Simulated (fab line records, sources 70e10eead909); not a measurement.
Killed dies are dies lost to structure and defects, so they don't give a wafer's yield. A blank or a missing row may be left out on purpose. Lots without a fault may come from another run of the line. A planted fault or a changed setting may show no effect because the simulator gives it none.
Chamber matching | flow nand_harc | NHARC_A_BONDPAD_CMP_19 on cmp-01: 4 sister chambers
The step polishes, t overpolish 30 s, cu recess touch 16 s, target thk 169.82 nm. 8 wafers are shown with their chamber, then 8 later ones without.

WAFERS WITH THEIR CHAMBER
wafer  | chamber | motor_current_A (A) | overpolish_run_s (s)
L999.6 | 2       | 11.2                | 29.995
L101.1 | 2       | 11.2                | 30.005
L101.4 | 0       | 10.7                | 30.000
L101.6 | 3       | 11.8                | 29.998
L100.2 | 1       | 11.4                | 30.006
L100.3 | 0       | 10.5                | 30.013
L100.5 | 3       | 12.4                | 30.003
L104.2 | 1       | 11.8                | 30.012

WAFERS WITHOUT THEIR CHAMBER
wafer  | motor_current_A (A) | overpolish_run_s (s)
L104.4 | 10.9                | 29.996
L104.6 | 11.3                | 30.001
L114.2 | 11.3                | 29.997
L114.3 | 12.1                | 30.028
L114.6 | 10.8                | 30.009
L116.3 | 9.7                 | 29.991
L116.4 | 12.3                | 29.999
L116.6 | 11.3                | 29.989

WHICH CHAMBER EACH WENT THROUGH
wafer  | from the rows above          | in truth
L104.4 | can't be placed: 2 or 0      | 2
L104.6 | can't be placed: 2 or 1      | 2
L114.2 | can't be placed: 2 or 1      | 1
L114.3 | can't be placed: 1 or 3      | 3
L114.6 | can't be placed: 0 or 2      | 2
L116.3 | can't be placed: 0 or 2      | 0
L116.4 | 3                            | 3
L116.6 | can't be placed: 2 or 1 or 3 | 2
Placed correctly: 1 of 8. Can't be placed from these rows: 7 (the true chamber is among the candidates in 7). Placed wrongly: 0.
How it was worked out, from the rows above alone: a wafer's distance from a chamber is the root of the sum, over the readings, of the square of ((its reading less the chamber's mean) divided by the reading's scatter). The wafer belongs to the nearest chamber; if the next one is less than 2 further off, it can't be placed. A chamber's mean is the mean of its shown wafers. The scatter: the root of (the sum of the squares of (reading less its chamber's mean) over the shown wafers, divided by (wafers less chambers)).
